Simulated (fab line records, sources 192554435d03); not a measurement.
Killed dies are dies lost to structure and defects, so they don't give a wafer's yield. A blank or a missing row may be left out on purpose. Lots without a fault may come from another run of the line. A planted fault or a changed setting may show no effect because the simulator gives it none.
Which tool did it? | flow n5_finfet | 14 lots, 38 wafers sampled, at 2 steps of a route of 1938

WHAT THE GAUGES READ, wafer by wafer
N5_BEOL_M7_THK_MEAS_53: measures by xrf. Usual: M7_THK 79.7 nm, standard deviation 2.7.
lot  | measured     | on            | M7_THK (nm)    | flag
L621 | day 9 17:46  | film_metro-02 | 80.4 81.0 81.7 |
L623 | day 10 04:50 | film_metro-01 | 76.9 77.5 75.8 |
L622 | day 10 07:06 | film_metro-02 | 77.6 73.6 74.3 |
L624 | day 10 17:53 | film_metro-02 | 80.2 78.2      |
L628 | day 10 20:26 | film_metro-01 | 82.3 80.9 81.2 |
L627 | day 11 03:30 | film_metro-01 | 80.0 77.7      |
L626 | day 11 12:47 | film_metro-01 | 80.6 81.8      |
L630 | day 12 12:17 | film_metro-01 | 78.9 83.5      |
L629 | day 12 12:59 | film_metro-01 | 84.1 80.0 83.2 |
L633 | day 12 16:32 | film_metro-02 | 82.4 75.7 78.8 |
L644 | day 15 02:28 | film_metro-02 | 76.5 82.3 79.4 |
L643 | day 15 11:17 | film_metro-01 | 79.0 84.0 78.9 |
L641 | day 15 11:34 | film_metro-01 | 80.8 81.1 75.7 |
L642 | day 16 08:19 | film_metro-01 | 81.9 77.6 83.0 |

WHICH TOOL RAN EACH LOT (tool, then ch and the chambers of the sampled wafers, then the start)
lot  | N5_BEOL_M7_ALD_77
L621 | ald_metal-01 ch 0,1,3, day 9 15:40
L623 | ald_metal-04 ch 1,3, day 10 01:37
L622 | ald_metal-03 ch 2,3, day 10 05:14
L624 | ald_metal-01 ch 1,2, day 10 16:32
L628 | ald_metal-04 ch 0,1,3, day 10 18:26
L627 | ald_metal-01 ch 0,1, day 11 00:46
L626 | ald_metal-03 ch 1,2, day 11 11:05
L630 | ald_metal-03 ch 0,2, day 12 10:45
L629 | ald_metal-04 ch 0,1,2, day 12 11:12
L633 | ald_metal-04 ch 1,2,3, day 12 15:08
L644 | ald_metal-01 ch 0,1,2, day 15 00:57
L643 | ald_metal-04 ch 1,3, day 15 08:43
L641 | ald_metal-01 ch 0,2, day 15 08:50
L642 | ald_metal-01 ch 1,3, day 16 06:01
- N5_BEOL_M7_ALD_77: deposits TaN, target thk 2 nm, pulse time 2 s, purge time 3 s.

WHAT THE TOOLS THEMSELVES READ (means of the sampled wafers that have a number; where no wafer has one, the mark that the record gives instead)
N5_BEOL_M7_ALD_77. Usual: heater_power_w 450 W, standard deviation 47.
lot  | tool         | heater_power_w (W) | flag
L621 | ald_metal-01 | 420                |
L623 | ald_metal-04 | 452                |
L622 | ald_metal-03 | 444                |
L624 | ald_metal-01 | 406                |
L628 | ald_metal-04 | 483                |
L627 | ald_metal-01 | 443                |
L626 | ald_metal-03 | 483                |
L630 | ald_metal-03 | 486                |
L629 | ald_metal-04 | 465                |
L633 | ald_metal-04 | 466                |
L644 | ald_metal-01 | 417                |
L643 | ald_metal-04 | 477                |
L641 | ald_metal-01 | 428                |
L642 | ald_metal-01 | 403                |

THE ANSWER, worked out from the rows above alone
Rule: a lot is off if the mean of its wafers that have a number lies more than 3 standard deviations from the usual mean. A lot without any number at a reading at which 4 lots or more have one is off too. The other lots that the step has rows for count as sound. The gauges are gone through in route order, then the tools' own readings, and for those a lot's mean is taken as printed above. The first step at which some lot is off is used, and at that step the reading that is off furthest; a lot without a number counts as furthest.
No lot is off at any reading shown: from this, nothing can be told.

WHAT THE SIMULATOR HAD PUT IN
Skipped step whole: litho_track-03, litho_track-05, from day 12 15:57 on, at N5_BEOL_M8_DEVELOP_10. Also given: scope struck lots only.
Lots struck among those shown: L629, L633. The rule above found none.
